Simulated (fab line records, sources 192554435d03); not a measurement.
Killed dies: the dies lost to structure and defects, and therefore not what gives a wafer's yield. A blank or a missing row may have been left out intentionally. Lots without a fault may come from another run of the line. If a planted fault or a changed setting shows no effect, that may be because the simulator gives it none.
Which tool did it?	flow n5-finfet	11 lots with 33 wafers sampled at 3 steps, on a route of 1938 steps

## WHAT THE GAUGES SHOWED, per wafer
N5_BEOL_M10_INSPECT_58: inspects for defects (darkfield).
lot	measured	on	raw-defect-count
L984	day 11 01:03	defect-inspect-02	45 55 42
L987	day 11 18:35	defect-inspect-01	99 103 83
L988	day 12 04:38	defect-inspect-02	130 94 94
L992	day 12 19:53	defect-inspect-01	69 89 77
L990	day 13 02:16	defect-inspect-02	97 52 122
L991	day 13 02:45	defect-inspect-01	104 37 64
L993	day 13 11:47	defect-inspect-01	52 69 57
L994	day 13 22:44	defect-inspect-01	51 75 47
L995	day 14 05:31	defect-inspect-01	74 53 54
L100	day 15 05:31	defect-inspect-01	82 84 122
L103	day 16 04:32	defect-inspect-01	59 85 55

## EACH LOT AND THE TOOL THAT RAN IT (in order: tool; ch and the chambers of the sampled wafers; start)
lot	N5_BEOL_M10_CURE_72	N5_BEOL_M10_CMP_52
L984	uv-cure-03 ch 0, day 10 22:28	cmp-03 ch 0,1,2, day 11 00:42
L987	uv-cure-01 ch 1, day 11 16:13	cmp-04 ch 1,2,3, day 11 18:08
L988	uv-cure-02 ch 1, day 12 00:56	cmp-02 ch 2,3, day 12 04:13
L992	uv-cure-03 ch 1, day 12 16:28	cmp-04 ch 1,3, day 12 19:28
L990	uv-cure-03 ch 0, day 13 00:22	cmp-03 ch 1,2, day 13 01:49
L991	uv-cure-02 ch 0, day 13 00:26	cmp-04 ch 0,1,3, day 13 02:20
L993	uv-cure-03 ch 0, day 13 09:20	cmp-02 ch 0,1,3, day 13 11:20
L994	uv-cure-01 ch 1, day 13 19:04	cmp-03 ch 1,2,3, day 13 22:16
L995	uv-cure-03 ch 2, day 14 02:38	cmp-02 ch 0,1,3, day 14 05:11
L100	uv-cure-01 ch 1, day 15 02:41	cmp-04 ch 0,1,2, day 15 05:06
L103	uv-cure-03 ch 0, day 16 00:32	cmp-03 ch 0,1,3, day 16 04:05
- N5_BEOL_M10_CURE_72: cures SiCOH lowk, time 120 s.
- N5_BEOL_M10_CMP_52: polishes, stops on SiCOH lowk, t overpolish 7 s, target thk 140 nm.

## THE ANSWER, worked out from the rows above alone
Rule: the lots themselves supply what counts as usual. Put in order of their means at a reading, lots are off if they are a third of the lots or fewer, leave a main group of 4 or more, and stand apart from it by a gap of 3 or more times the standard deviation of the main group's means; of several such gaps the widest counts. A main group whose means are all the same, to the digits that the tables above print for the reading, isn't used. Also off: a lot with no number at a reading for which 4 or more lots have one. All remaining lots with rows at the step are treated as sound.
No lot is off on any of the readings shown, so nothing can be concluded from this.

## WHAT THE SIMULATOR HAD PUT IN
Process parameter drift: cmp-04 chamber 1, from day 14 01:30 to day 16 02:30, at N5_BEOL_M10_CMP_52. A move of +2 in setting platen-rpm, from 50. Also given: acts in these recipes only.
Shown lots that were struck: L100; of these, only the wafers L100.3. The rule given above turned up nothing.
